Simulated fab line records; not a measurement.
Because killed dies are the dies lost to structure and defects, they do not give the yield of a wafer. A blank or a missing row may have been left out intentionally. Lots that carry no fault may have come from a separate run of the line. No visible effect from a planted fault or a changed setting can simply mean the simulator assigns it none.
Matching of chambers || flow nandHarc || rieDiel-03 running NHARC_P_BONDPAD_ACTIVATE_29: 4 sister chambers
The step chemistry N2, time 60 s. 8 wafers are shown with their chamber, then 7 later ones without.

## EACH WAFER AND ITS CHAMBER
{"wafer": "L229.4", "chamber": 1, "oesProductAu (a.u.)": 0.983, "rfVppV (V)": 63.6}
{"wafer": "L231.3", "chamber": 1, "oesProductAu (a.u.)": 0.981, "rfVppV (V)": 63.1}
{"wafer": "L232.1", "chamber": 3, "oesProductAu (a.u.)": 1.021, "rfVppV (V)": 65.4}
{"wafer": "L232.3", "chamber": 2, "oesProductAu (a.u.)": 1.022, "rfVppV (V)": 63.2}
{"wafer": "L234.3", "chamber": 3, "oesProductAu (a.u.)": 1.010, "rfVppV (V)": 63.1}
{"wafer": "L234.6", "chamber": 0, "oesProductAu (a.u.)": 0.983, "rfVppV (V)": 63.8}
{"wafer": "L240.4", "chamber": 2, "oesProductAu (a.u.)": 1.017, "rfVppV (V)": 63.8}
{"wafer": "L240.5", "chamber": 0, "oesProductAu (a.u.)": 0.969, "rfVppV (V)": 61.6}

## WAFERS WITH NO CHAMBER GIVEN
{"wafer": "L240.6", "oesProductAu (a.u.)": 0.983, "rfVppV (V)": 63.4}
{"wafer": "L244.3", "oesProductAu (a.u.)": 1.020, "rfVppV (V)": 63.5}
{"wafer": "L244.5", "oesProductAu (a.u.)": 1.024, "rfVppV (V)": 63.1}
{"wafer": "L244.6", "oesProductAu (a.u.)": 0.993, "rfVppV (V)": 63.0}
{"wafer": "L252.2", "oesProductAu (a.u.)": 0.970, "rfVppV (V)": 65.0}
{"wafer": "L252.3", "oesProductAu (a.u.)": 0.974, "rfVppV (V)": 65.2}
{"wafer": "L252.4", "oesProductAu (a.u.)": 1.004, "rfVppV (V)": 64.3}

## WHICH CHAMBER EACH WENT THROUGH
{"wafer": "L240.6", "from the rows above": "can't be placed: 1 or 0", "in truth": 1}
{"wafer": "L244.3", "from the rows above": "can't be placed: 2 or 3", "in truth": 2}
{"wafer": "L244.5", "from the rows above": "can't be placed: 2 or 3", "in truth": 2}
{"wafer": "L244.6", "from the rows above": "can't be placed: 1 or 0 or 3", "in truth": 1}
{"wafer": "L252.2", "from the rows above": "can't be placed: 0 or 1", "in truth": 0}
{"wafer": "L252.3", "from the rows above": "can't be placed: 1 or 0", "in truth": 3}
{"wafer": "L252.4", "from the rows above": "can't be placed: 3 or 2 or 1", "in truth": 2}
Correct placement for 0 of the 7. From these rows, 7 cannot be placed; in 6 the true chamber is one of the candidates. Number placed wrongly: 0.
How it was worked out, from the rows above alone: a wafer's distance from a chamber is the root of the sum, over the readings, of the square of ((its reading less the chamber's mean) divided by the reading's scatter). If the next closest chamber is less than 2 further off than the closest, the wafer can't be placed; otherwise it belongs to the closest. For every chamber, the mean is computed from those of its wafers that are shown. The scatter: the root of (the sum of the squares of (reading less its chamber's mean) over the shown wafers, divided by (wafers less chambers)).
